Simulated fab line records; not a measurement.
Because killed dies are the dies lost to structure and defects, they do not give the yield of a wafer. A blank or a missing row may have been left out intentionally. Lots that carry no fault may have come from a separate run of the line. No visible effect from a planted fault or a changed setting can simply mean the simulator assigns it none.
3 desks, one fault -- flow n5 finfet -- only its own numbers are on each desk; what lay behind them is given at the end

== AT THE TOOL OWNER'S DESK: remote plasma-02 ==
The tool's own readings at N5_STI_FIN_REVEAL_PRECLEAN_32 (cleans in NF3:NH3, afs cycles 1, time 20 s, sublimation time 60 s): means of the sampled wafers that have a number, for each lot that ran on this tool. The brackets show how far a lot's mean lies from the usual mean; more than 4 standard deviations puts the lot out of limits, marked OUT.
Columns: A = pressure torr at N5_STI_FIN_REVEAL_PRECLEAN_32, usual 3.000 Torr
lot,first seen here,A
L970,day 2 21:05,2.998
L979,day 5 01:04,2.998
L980,day 5 07:11,2.995
L984,day 6 07:09,3.000
This desk found nothing out of limits on any of the 4 lots.

== THE DEFECT DESK ==
For each lot, the counts of the inspections along the route, averaged over the sampled wafers that have a number. The brackets show how far a lot's mean lies from the usual mean; more than 4 standard deviations puts the lot out of limits, marked OUT.
Columns: A = raw defect count at N5_STI_FIN_REVEAL_INSPECT_13, usual 11
lot,first seen here,A
L970,day 2 21:37,11
L974,day 3 18:55,10
L978,day 4 20:37,17
L979,day 5 01:37,11
L980,day 5 07:43,11
L982,day 5 19:26,12
L983,day 6 00:13,14
L984,day 6 07:46,655 (+99 or more) OUT
L991,day 8 12:40,9
This desk finds L984 out of limits, L984 being first, at day 6 07:46 (raw defect count at N5_STI_FIN_REVEAL_INSPECT_13). L970, L974, L978, L979, L980, L982, L983, L991: within limits.

== THE METROLOGY DESK ==
Lot by lot, what the gauges showed, no matter which tool ran the lot: averages of those sampled wafers that carry a number. The brackets show how far a lot's mean lies from the usual mean; more than 4 standard deviations puts the lot out of limits, marked OUT. Readings shown: 7 of its 11, picked as those furthest out on some lot.
Columns: A = thk nm at N5_DUMMY_GATE_THK_MEAS_05, usual 72.1 nm; B = DIBL_N at N5_BEOL_M4_RC_MEAS_101, usual 36.5 mV/V; C = DIBL_P at N5_BEOL_M4_RC_MEAS_101, usual 36.5 mV/V; D = IOFF_P at N5_BEOL_M4_RC_MEAS_101, usual 0.221 nA/um; E = ION_P at N5_BEOL_M4_RC_MEAS_101, usual 466 uA/um; F = SS_N at N5_BEOL_M4_RC_MEAS_101, usual 71.6 mV/dec; G = VT_P at N5_BEOL_M4_RC_MEAS_101, usual -249 mV
lot,first seen here,A,B,C,D,E,F,G
L970,day 3 03:32,70.7,37.3,38.4,0.249,473,71.7,-247
L974,day 3 23:55,73.0,36.0,37.5,0.248,472,72.2,-245
L978,day 5 01:06,73.1,38.0,36.9,0.223,464,71.7,-250
L979,day 5 05:49,74.4,36.8,37.4,0.231,462,71.9,-249
L980,day 5 12:02,71.9,36.4,36.0,0.194,457,71.8,-253
L982,day 5 23:38,72.2,36.6,37.0,0.235,468,71.6,-248
L983,day 6 06:50,71.2,36.4,36.1,0.218,461,71.6,-249
L984,day 6 13:47,72.5,35.6,35.1,0.183,461,71.6,-252
L991,day 8 18:53,73.6,35.2,34.6,0.241,476,71.4,-244
This desk found nothing out of limits on any of the 9 lots.

== TAKEN TOGETHER ==
The defect desk could have raised an alarm at day 6 07:46, on L984.
Nothing out of limits was seen by the tool owner's desk.
At the metrology desk, nothing out of limits was observed.
The tool owner's desk has L984 on record, within its limits.
The metrology desk has L984 on record, within its limits.
Every lot named ran N5_STI_FIN_REVEAL_PRECLEAN_32 on remote plasma-02.

== WHAT WAS PUT IN BY THE SIMULATOR ==
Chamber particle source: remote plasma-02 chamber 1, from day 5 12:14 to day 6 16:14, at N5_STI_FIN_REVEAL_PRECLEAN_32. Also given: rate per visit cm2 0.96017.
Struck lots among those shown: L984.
Hours from the fault's start to each desk's first reading out of limits: the defect desk, 20.
